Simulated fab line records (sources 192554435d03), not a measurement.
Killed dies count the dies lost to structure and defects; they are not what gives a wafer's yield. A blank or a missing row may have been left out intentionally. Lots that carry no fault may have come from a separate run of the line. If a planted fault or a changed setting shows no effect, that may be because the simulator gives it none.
fab line records | flow n5-finfet | part 1 of 2: steps 1 to 19 of 23
record lots=5 wafers=15 last-day=17
route steps=1938 shown GATE_CUT@478
lots with no fault: from the same line, run without faults
start-h: the number of hours between the record's first day and the start of the first shown wafer of the lot | wait-h: time in hours since the lot's previous step | " repeats the value in the row above | L1.1+2: a single row standing in for several wafers | - no value, or no start was given | * or withheld: withheld | < > ~ a bound
route shown NAME@n: a module of which the file shows steps, and the number in the route of the first | usual: mean/standard deviation taken from wafers without a fault | same: alike in all rows | chamber/n: place in a boat | sites: each site's reading | _std_site: standard deviation across them | _edge_site: inner sites' mean taken away from outer sites' mean | radius-mm: for every site, how far away it sits from the centre of the wafer | mask NAME#n: copy n | behind: tool/chamber where the wafer was last shaped | hold: why the lot was held/for how many hours/how that ended | device: the n, p or np transistor that did not switch | end of line: tests run on the same wafers once the route is complete | a step with no rows: only its recipe | killed: dies that structure and defects cost at the first sort, which is not the same as the wafer's yield | map: a wafer's dies, x killed, . not, _ none there
set.NAME: the setting that was run; set.NAME@STEP: the one run at that earlier step | model.NAME: the simulator's own value behind a step, which no gauge read
lots at selected steps of the route; one table per step, one row per wafer
services: from which hour (start-h, from the record's first day; less than 0 if before it) a tool's chamber was out of use, for how many hours, and why
## steps
# step N5_GATE_CUT_COAT_34
# recipe resist=SOC temp-c=250 time-s=60 spin-rpm=1500 resist-thk-nm=60
# usual chill-plate-temp-C=23.01/0.1 heater-power-total-W=500.3/1.8
# columns lot.wafer tool chamber start-h wait-h chill-plate-temp-C heater-power-total-W
L077.1 litho-track-03 0 102.37 0.0 22.92 499.5
L077.3 " 0 " " 23.09 497.9
L077.6 " 0 " " 22.98 500.2
L083.1 litho-track-01 0 138.18 0.0 22.80 501.1
L083.4 " 0 " " 22.88 499.8
L083.5 " 0 " " 22.84 502.8
L088.2 litho-track-03 0 169.80 0.0 23.06 498.1
L088.3 " 0 " " 23.12 499.9
L088.5 " 0 " " 23.05 501.8
L093.1 litho-track-03 0 200.58 0.0 23.04 501.8
L093.3 " 0 " " 22.90 499.0
L093.5 " 0 " " 22.98 500.7
L097.1 litho-track-03 0 226.58 0.0 23.16 498.6
L097.4 " 0 " " 23.01 501.2
L097.6 " 0 " " 23.03 499.2
# step N5_GATE_CUT_COAT_35
# recipe resist=SiARC temp-c=220 time-s=60 spin-rpm=1500 resist-thk-nm=10
# usual chill-plate-temp-C=23.00/0.12 heater-power-total-W=427.9/2.1
# columns lot.wafer tool chamber start-h wait-h chill-plate-temp-C heater-power-total-W
L077.1 litho-track-03 0 - - 23.13 426.8
L077.3 " 0 " " 23.09 430.3
L077.6 " 0 " " 22.96 425.5
L083.1 litho-track-01 0 - - 22.92 430.0
L083.4 " 0 " " 23.02 424.1
L083.5 " 0 " " 22.91 427.8
L088.2 litho-track-03 0 - - 23.02 427.9
L088.3 " 0 " " 23.11 429.0
L088.5 " 0 " " 23.27 426.6
L093.1 litho-track-03 0 - - 23.22 426.3
L093.3 " 0 " " 23.12 429.5
L093.5 " 0 " " 23.11 425.0
L097.1 litho-track-03 0 - - 22.96 426.0
L097.4 " 0 " " 22.92 426.9
L097.6 " 0 " " 22.89 427.6
# step N5_GATE_CUT_COAT_27
# recipe resist=underlayer temp-c=205 time-s=60 spin-rpm=1500 resist-thk-nm=10
# usual chill-plate-temp-C=23.00/0.1 heater-power-total-W=391.8/1.4
# columns lot.wafer tool chamber start-h wait-h chill-plate-temp-C heater-power-total-W
L077.1 litho-track-03 0 - - 22.92 392.9
L077.3 " 0 " " 22.88 392.8
L077.6 " 0 " " 22.91 390.7
L083.1 litho-track-01 0 - - 23.01 392.2
L083.4 " 0 " " 23.12 393.2
L083.5 " 0 " " 23.30 393.8
L088.2 litho-track-03 0 - - 22.92 390.5
L088.3 " 0 " " 23.16 393.3
L088.5 " 0 " " 23.16 392.1
L093.1 litho-track-03 0 - - 22.96 393.7
L093.3 " 0 " " 23.04 390.3
L093.5 " 0 " " 23.09 392.7
L097.1 litho-track-03 0 - - 22.96 391.6
L097.4 " 0 " " 22.97 392.7
L097.6 " 0 " " 22.84 392.6
# step N5_GATE_CUT_COAT_07
# recipe resist=CAR-EUV spin-rpm=1500 resist-thk-nm=30
# usual chill-plate-temp-C=22.97/0.12
# columns lot.wafer tool chamber start-h wait-h chill-plate-temp-C
L077.1 litho-track-03 0 - - 23.03
L077.3 " 0 " " 23.11
L077.6 " 0 " " 23.21
L083.1 litho-track-01 0 - - 23.12
L083.4 " 0 " " 23.06
L083.5 " 0 " " 23.03
L088.2 litho-track-03 0 - - 22.93
L088.3 " 0 " " 22.84
L088.5 " 0 " " 22.90
L093.1 litho-track-03 0 - - 23.10
L093.3 " 0 " " 23.04
L093.5 " 0 " " 23.07
L097.1 litho-track-03 0 - - 22.86
L097.4 " 0 " " 23.11
L097.6 " 0 " " 22.96
# step N5_GATE_CUT_EBR_09
# recipe solvent=PGMEA ebr-width-mm=1.5
# usual chill-plate-temp-C=22.99/0.11
# columns lot.wafer tool chamber start-h wait-h chill-plate-temp-C
L077.1 litho-track-03 0 - - 23.07
L077.3 " 0 " " 23.09
L077.6 " 0 " " 23.06
L083.1 litho-track-01 0 - - 22.90
L083.4 " 0 " " 22.87
L083.5 " 0 " " 22.96
L088.2 litho-track-03 0 - - 23.01
L088.3 " 0 " " 22.97
L088.5 " 0 " " 22.94
L093.1 litho-track-03 0 - - 23.08
L093.3 " 0 " " 23.02
L093.5 " 0 " " 23.06
L097.1 litho-track-03 0 - - 23.03
L097.4 " 0 " " 22.85
L097.6 " 0 " " 23.08
# step N5_GATE_CUT_SOFTBAKE_08
# recipe temp-c=110 time-s=60 resist=CAR-EUV
# usual chill-plate-temp-C=22.99/0.1 heater-power-total-W=175.4/1.6
# columns lot.wafer tool chamber start-h wait-h chill-plate-temp-C heater-power-total-W
L077.1 litho-track-03 0 - - 23.03 173.4
L077.3 " 0 " " 23.01 173.1
L077.6 " 0 " " 22.87 177.5
L083.1 litho-track-01 0 - - 23.07 177.3
L083.4 " 0 " " 22.97 173.2
L083.5 " 0 " " 23.06 174.9
L088.2 litho-track-03 0 - - 22.95 175.7
L088.3 " 0 " " 23.02 177.4
L088.5 " 0 " " 22.90 175.6
L093.1 litho-track-03 0 - - 22.95 175.2
L093.3 " 0 " " 22.96 173.4
L093.5 " 0 " " 22.96 174.0
L097.1 litho-track-03 0 - - 23.06 177.5
L097.4 " 0 " " 22.94 175.1
L097.6 " 0 " " 22.95 176.5
# step N5_GATE_CUT_EXPOSE_10
# recipe mask-id=GATE_CUT na=0.33 source-shape=annular sigma-inner=0.35 sigma-outer=0.8 polarization=unpolarized target-cd-nm=20 dose-mj=43.25
# columns lot.wafer tool chamber start-h wait-h mask
L077.1+3+6 euv-scanner-02 0 102.51 - GATE_CUT#0
L083.1+4+5 euv-scanner-01 0 138.32 - GATE_CUT#0
L088.2+3+5 euv-scanner-02 0 170.07 - GATE_CUT#0
L093.1+3+5 euv-scanner-02 0 200.85 - GATE_CUT#0
L097.1+4+6 euv-scanner-02 0 226.84 - GATE_CUT#0
# step N5_GATE_CUT_PEB_11
# recipe peb-temp-c=100 peb-time-s=60 resist=CAR-EUV
# usual chill-plate-temp-C=22.99/0.12 heater-power-total-W=154.0/1.1
# columns lot.wafer tool chamber start-h wait-h chill-plate-temp-C heater-power-total-W
L077.1 litho-track-05 0 102.58 0.1 23.03 152.5
L077.3 " 0 " " 23.03 153.4
L077.6 " 0 " " 23.17 155.6
L083.1 litho-track-05 0 138.39 0.1 23.00 154.1
L083.4 " 0 " " 22.86 152.3
L083.5 " 0 " " 22.85 153.0
L088.2 litho-track-03 0 170.13 0.1 23.07 155.3
L088.3 " 0 " " 23.07 152.5
L088.5 " 0 " " 23.09 154.1
L093.1 litho-track-01 0 200.91 0.1 22.86 153.1
L093.3 " 0 " " 22.86 154.7
L093.5 " 0 " " 22.98 155.7
L097.1 litho-track-03 0 226.91 0.1 23.08 154.7
L097.4 " 0 " " 22.98 153.6
L097.6 " 0 " " 22.97 155.4
# step N5_GATE_CUT_DEVELOP_12
# recipe develop-time-s=30 developer=TMAH resist=CAR-EUV rinse-liquid=surfactant-rinse dry=air-spin dev-temp-c=23
# usual chill-plate-temp-C=23.01/0.11
# columns lot.wafer tool chamber start-h wait-h chill-plate-temp-C
L077.1 litho-track-05 0 - - 22.93
L077.3 " 0 " " 22.88
L077.6 " 0 " " 23.09
L083.1 litho-track-05 0 - - 23.12
L083.4 " 0 " " 23.00
L083.5 " 0 " " 22.99
L088.2 litho-track-03 0 - - 23.08
L088.3 " 0 " " 22.90
L088.5 " 0 " " 22.95
L093.1 litho-track-01 0 - - 22.87
L093.3 " 0 " " 22.95
L093.5 " 0 " " 22.82
L097.1 litho-track-03 0 - - 22.85
L097.4 " 0 " " 22.86
L097.6 " 0 " " 22.86
# step N5_GATE_CUT_CD_MEAS_13
# recipe target-cd-nm=20 landing-energy-ev=500 detector=se-inlens
# usual cd-nm=20.05/0.27
# columns lot.wafer tool chamber start-h wait-h cd-nm
L077.1 cd-sem-01 0 102.64 - 19.66
L077.3 " 0 " " 19.64
L077.6 " 0 " " 19.55
L083.1 cd-sem-03 0 138.45 - 20.01
L083.4 " 0 " " 20.14
L083.5 " 0 " " 19.82
L088.2 cd-sem-01 0 170.20 - 20.00
L088.3 " 0 " " 20.23
L088.5 " 0 " " 20.00
L093.1 cd-sem-03 0 200.98 - 20.20
L093.3 " 0 " " 20.60
L093.5 " 0 " " 20.20
L097.1 cd-sem-02 0 226.98 - 20.05
L097.4 " 0 " " 19.79
L097.6 " 0 " " 20.20
# step N5_GATE_CUT_OVL_MEAS_14
# recipe points-per-wafer=522
# usual GATE_CUT_OVL=-0.1/0.69
# columns lot.wafer tool chamber start-h wait-h GATE_CUT_OVL[nm]
L077.1 overlay-02 0 102.67 0.0 -1.2
L077.3 " 0 " " 0.4
L077.6 " 0 " " -0.1
L083.1 overlay-02 0 138.48 0.0 0.6
L083.4 " 0 " " 0.6
L083.5 " 0 " " 0.1
L088.2 overlay-01 0 170.23 0.0 -0.1
L088.3 " 0 " " -0.1
L088.5 " 0 " " -0.9
L093.1 overlay-02 0 201.01 0.0 0.0
L093.3 " 0 " " -0.4
L093.5 " 0 " " 0.6
L097.1 overlay-02 0 227.01 0.0 1.2
L097.4 " 0 " " 0.9
L097.6 " 0 " " 0.1
# step N5_GATE_CUT_INSPECT_15
# recipe mode=adi inspect-instrument=brightfield
# usual raw-defect-count=130/44
# columns lot.wafer tool chamber start-h wait-h raw-defect-count
L077.1 defect-inspect-02 - 102.73 0.1 101
L077.3 " - " " 86
L077.6 " - " " 109
L083.1 defect-inspect-02 - 138.54 0.1 157
L083.4 " - " " 181
L083.5 " - " " 99
L088.2 defect-inspect-01 - 170.29 0.0 90
L088.3 " - " " 181
L088.5 " - " " 141
L093.1 defect-inspect-01 - 201.07 0.1 81
L093.3 " - " " 135
L093.5 " - " " 135
L097.1 defect-inspect-02 - 227.06 0.1 171
L097.4 " - " " 233
L097.6 " - " " 197
# step N5_GATE_CUT_DESCUM_18
# recipe chemistry=O2 time-s=7 source-power-w=50 bias-power-w=20 pressure-mtorr=20 rf-frequency-hz=2.712e+07 temp-c=40 resist=CAR-EUV o2-flow-sccm=225
# usual drypump-motor-current-A=5.8/0.42 o2-flow-sccm=225.0/0.63 oes-product-au=0.81/0.093 rf-vpp-V=243.6/1.4 showerhead-plenum-p-Torr=2.12/0.075 throttle-valve-pct=20.38/0.23
# columns lot.wafer tool chamber start-h wait-h drypump-motor-current-A o2-flow-sccm oes-product-au rf-hours-counter-h rf-vpp-V showerhead-plenum-p-Torr throttle-valve-pct
L077.1 rie-diel-03 1 103.17 0.4 5.9 224.8 0.76 137 244.6 2.19 20.61
L077.3 " 2 " " 5.3 224.1 0.78 118 240.6 2.02 20.48
L077.6 " 1 " " 5.9 224.8 0.76 - 244.1 2.19 20.62
L083.1 rie-diel-02 1 138.58 0.0 6.3 225.3 0.77 134 245.5 2.19 20.07
L083.4 " 0 " " 6.0 224.4 0.86 - 245.4 2.22 20.08
L083.5 " 0 " " 6.1 224.5 0.86 - 245.8 2.22 20.08
L088.2 rie-diel-03 2 170.32 0.0 5.3 224.9 0.76 142 241.8 2.01 20.51
L088.3 " 0 " " 6.6 225.6 0.90 17 242.7 2.05 20.29
L088.5 " 2 " " 5.3 224.3 0.76 - 241.7 2.01 20.51
L093.1 rie-diel-06 0 201.10 0.0 6.0 226.5 0.67 242 243.0 2.06 20.60
L093.3 " 1 " " 6.1 225.8 0.91 24 243.7 2.14 20.11
L093.5 " 0 " " 5.9 224.7 0.67 - 242.7 2.06 20.59
L097.1 rie-diel-02 0 227.10 0.0 6.0 225.6 0.81 86 246.3 2.21 20.13
L097.4 " 0 " " 6.0 225.7 0.82 - 244.3 2.21 20.13
L097.6 " 3 " " 5.6 225.4 0.90 - 245.5 2.23 20.32
# step N5_GATE_CUT_ETCH_28
# recipe chemistry=N2/H2 target=underlayer target-depth-a=130 mask-material=CAR-EUV time-s=10.4 ion-energy-ev=200 pressure-mtorr=30 source-w=840 bias-w=150 n2-flow-sccm=200 h2-flow-sccm=200 ends=cleared
# usual drypump-motor-current-A=5.8/0.42 etch-rf-on-time-s=10.44/0.18 oes-product-au=0.69/0.081 rf-vpp-V=524.9/2.7 showerhead-plenum-p-Torr=2.58/0.089 throttle-valve-pct=17.84/0.27
# columns lot.wafer tool chamber start-h wait-h drypump-motor-current-A etch-rf-on-time-s oes-product-au rf-hours-counter-h rf-vpp-V showerhead-plenum-p-Torr throttle-valve-pct
L077.1 rie-diel-03 1 103.20 0.0 6.0 10.52 0.65 137 527.2 2.66 18.18
L077.3 " 2 " " 5.3 10.56 0.67 118 521.2 2.47 18.03
L077.6 " 1 " " 5.9 10.59 0.65 - 527.3 2.67 18.17
L083.1 rie-diel-02 1 138.63 0.0 6.2 10.27 0.65 134 527.1 2.66 17.49
L083.4 " 0 " " 6.0 10.12 0.74 - 527.5 2.69 17.47
L083.5 " 0 " " 6.0 10.28 0.73 - 527.1 2.69 17.47
L088.2 rie-diel-03 2 170.35 0.0 5.3 10.63 0.64 142 521.7 2.46 18.11
L088.3 " 0 " " 6.7 10.17 0.78 17 521.9 2.49 17.76
L088.5 " 2 " " 5.3 10.48 0.65 - 519.7 2.46 18.10
L093.1 rie-diel-06 0 201.14 0.0 6.0 10.76 0.56 242 522.0 2.50 18.03
L093.3 " 1 " " 6.1 10.08 0.79 24 525.1 2.59 17.50
L093.5 " 0 " " 6.0 10.70 0.56 - 522.0 2.50 18.05
L097.1 rie-diel-02 0 227.13 0.0 6.0 10.38 0.70 86 529.0 2.68 17.53
L097.4 " 0 " " 6.0 10.36 0.70 - 528.1 2.68 17.54
L097.6 " 3 " " 5.6 10.00 0.79 - 528.1 2.70 17.64
# step N5_GATE_CUT_ETCH_36
# recipe chemistry=CF4 target=SiARC target-depth-a=130 mask-material=CAR-EUV time-s=21.7 ion-energy-ev=80 pressure-mtorr=40 source-w=545 bias-w=36 Ar_flow_sccm=100 cf4-flow-sccm=100 ends=cleared
# usual drypump-motor-current-A=5.8/0.42 etch-rf-on-time-s=21.8/0.37 mfc-ar-sccm=100.0/0.31 oes-product-au=0.69/0.079 rf-vpp-V=184.5/1.2 showerhead-plenum-p-Torr=2.17/0.072 throttle-valve-pct=15.56/0.24
# columns lot.wafer tool chamber start-h wait-h drypump-motor-current-A etch-rf-on-time-s mfc-ar-sccm oes-product-au rf-hours-counter-h rf-vpp-V showerhead-plenum-p-Torr throttle-valve-pct
L077.1 rie-diel-03 1 103.22 0.0 5.9 21.8 99.9 0.65 137 184.9 2.23 15.78
L077.3 " 2 " " 5.3 21.7 100.1 0.67 118 183.0 2.07 15.63
L077.6 " 1 " " 5.9 21.7 99.6 0.66 - 184.3 2.23 15.78
L083.1 rie-diel-02 1 138.66 0.0 6.2 21.3 99.8 0.66 134 185.3 2.24 15.33
L083.4 " 0 " " 6.1 21.5 100.1 0.73 - 185.4 2.26 15.26
L083.5 " 0 " " 6.0 21.4 100.2 0.74 - 185.6 2.26 15.25
L088.2 rie-diel-03 2 170.37 0.0 5.3 22.0 100.2 0.65 142 183.6 2.06 15.67
L088.3 " 0 " " 6.7 21.7 100.6 0.77 17 183.3 2.11 15.47
L088.5 " 2 " " 5.3 22.0 100.2 0.65 - 182.6 2.06 15.69
L093.1 rie-diel-06 0 201.16 0.0 6.0 22.2 100.1 0.57 242 183.2 2.11 15.82
L093.3 " 1 " " 6.2 21.3 100.2 0.78 24 183.9 2.19 15.29
L093.5 " 0 " " 6.0 22.1 100.0 0.57 - 183.6 2.11 15.80
L097.1 rie-diel-02 0 227.15 0.0 6.1 21.6 99.5 0.69 86 184.7 2.25 15.32
L097.4 " 0 " " 6.0 21.6 99.5 0.70 - 185.1 2.25 15.31
L097.6 " 3 " " 5.6 20.7 100.4 0.79 - 184.3 2.28 15.45
# step N5_GATE_CUT_ETCH_37
# recipe chemistry=N2/H2 target=SOC target-depth-a=600 overetch-a=120 mask-material=SiARC temp-c=40 time-s=90 ion-energy-ev=200 pressure-mtorr=30 source-w=840 bias-w=150 n2-flow-sccm=200 h2-flow-sccm=200
# usual drypump-motor-current-A=5.8/0.42 oes-product-au=0.72/0.078 rf-vpp-V=524.8/2.6 showerhead-plenum-p-Torr=2.58/0.089 throttle-valve-pct=17.81/0.27
# columns lot.wafer tool chamber start-h wait-h drypump-motor-current-A oes-product-au rf-hours-counter-h rf-vpp-V showerhead-plenum-p-Torr throttle-valve-pct
L077.1 rie-diel-03 1 103.25 0.0 6.0 0.69 137 526.4 2.67 18.13
L077.3 " 2 " " 5.3 0.70 118 521.3 2.46 18.04
L077.6 " 1 " " 6.0 0.68 - 527.0 2.66 18.15
L083.1 rie-diel-02 1 138.70 0.0 6.2 0.67 134 527.9 2.66 17.48
L083.4 " 0 " " 6.1 0.76 - 527.5 2.69 17.45
L083.5 " 0 " " 6.0 0.76 - 529.7 2.69 17.43
L088.2 rie-diel-03 2 170.40 0.0 5.3 0.68 142 520.9 2.46 18.06
L088.3 " 0 " " 6.7 0.80 17 522.7 2.49 17.71
L088.5 " 2 " " 5.3 0.68 - 522.4 2.46 18.05
L093.1 rie-diel-06 0 201.18 0.0 5.9 0.60 242 524.4 2.50 18.01
L093.3 " 1 " " 6.2 0.81 24 523.8 2.59 17.45
L093.5 " 0 " " 5.9 0.60 - 522.0 2.50 18.02
L097.1 rie-diel-02 0 227.18 0.0 6.1 0.73 86 526.9 2.68 17.50
L097.4 " 0 " " 6.0 0.73 - 528.0 2.68 17.48
L097.6 " 3 " " 5.6 0.80 - 528.3 2.71 17.62
# step N5_GATE_CUT_STRIP_38
# recipe chemistry=N2/H2 temp-c=40 n2-flow-sccm=200 h2-flow-sccm=200 rf-frequency-hz=6e+07
# columns lot.wafer tool chamber start-h wait-h
L077.1+3+6 rie-diel-03 1,2,1 103.31 0.0
L083.1+4+5 rie-diel-02 1,0,0 138.79 0.1
L088.2+3+5 rie-diel-03 2,0,2 170.46 0.0
L093.1+3+5 rie-diel-06 0,1,0 201.25 0.0
L097.1+4+6 rie-diel-02 0,0,3 227.24 0.0
# step N5_GATE_CUT_STRIP_39
# recipe chemistry=N2/H2 temp-c=40 n2-flow-sccm=200 h2-flow-sccm=200 rf-frequency-hz=6e+07
# columns lot.wafer tool chamber start-h wait-h
L077.1+3+6 rie-diel-03 1,2,1 103.32 0.0
L083.1+4+5 rie-diel-02 1,0,0 138.81 0.0
L088.2+3+5 rie-diel-03 2,0,2 170.47 0.0
L093.1+3+5 rie-diel-06 0,1,0 201.26 0.0
L097.1+4+6 rie-diel-02 0,0,3 227.25 0.0
# step N5_GATE_CUT_HM_OPEN_40
# recipe chemistry=C4F6/O2 target=SiO2 mask-material=SiARC target-depth-a=1390 time-s=85.1 ion-energy-ev=250 pressure-mtorr=30 source-w=345 bias-w=185 Ar_flow_sccm=300 C4F6_flow_sccm=10 O2_flow_sccm=10 ends=cleared
# usual drypump-motor-current-A=5.8/0.42 etch-rf-on-time-s=93.7/1.9 mfc-ar-sccm=300.0/0.82 oes_o_777_au=0.80/0.091 oes-product-au=0.73/0.083 rf-vpp-V=668/8.4 showerhead-plenum-p-Torr=2.89/0.096 throttle-valve-pct=20.90/0.24
# columns lot.wafer tool chamber start-h wait-h drypump-motor-current-A etch-rf-on-time-s mfc-ar-sccm oes_o_777_au oes-product-au rf-hours-counter-h rf-vpp-V showerhead-plenum-p-Torr throttle-valve-pct
L077.1 rie-diel-03 1 103.33 0.0 5.9 93.4 301.1 0.77 0.69 137 666 2.97 21.14
L077.3 " 2 " " 5.3 92.8 299.3 0.78 0.71 118 663 2.75 20.96
L077.6 " 1 " " 5.9 94.5 299.1 0.76 0.69 - 668 2.97 21.15
L083.1 rie-diel-02 1 138.82 0.0 6.2 92.9 299.0 0.76 0.69 134 677 2.97 20.58
L083.4 " 0 " " 6.1 94.1 299.0 0.85 0.78 - 672 3.01 20.60
L083.5 " 0 " " 6.0 94.3 300.8 0.84 0.77 - 671 3.01 20.58
L088.2 rie-diel-03 2 170.48 0.0 5.3 94.8 299.3 0.76 0.68 142 664 2.74 20.98
L088.3 " 0 " " 6.7 93.6 300.5 0.88 0.81 17 678 2.80 20.85
L088.5 " 2 " " 5.3 96.7 299.9 0.75 0.68 - 663 2.74 20.99
L093.1 rie-diel-06 0 201.27 0.0 6.0 93.0 300.1 0.68 0.61 242 655 2.81 21.11
L093.3 " 1 " " 6.1 90.3 300.7 0.92 0.83 24 659 2.91 20.69
L093.5 " 0 " " 6.0 95.2 299.3 0.67 0.60 - 656 2.81 21.10
L097.1 rie-diel-02 0 227.26 0.0 6.0 92.1 300.7 0.81 0.74 86 672 2.99 20.63
L097.4 " 0 " " 6.1 92.1 299.8 0.80 0.74 - 672 2.99 20.63
L097.6 " 3 " " 5.5 90.9 300.9 0.92 0.83 - 670 3.03 20.85
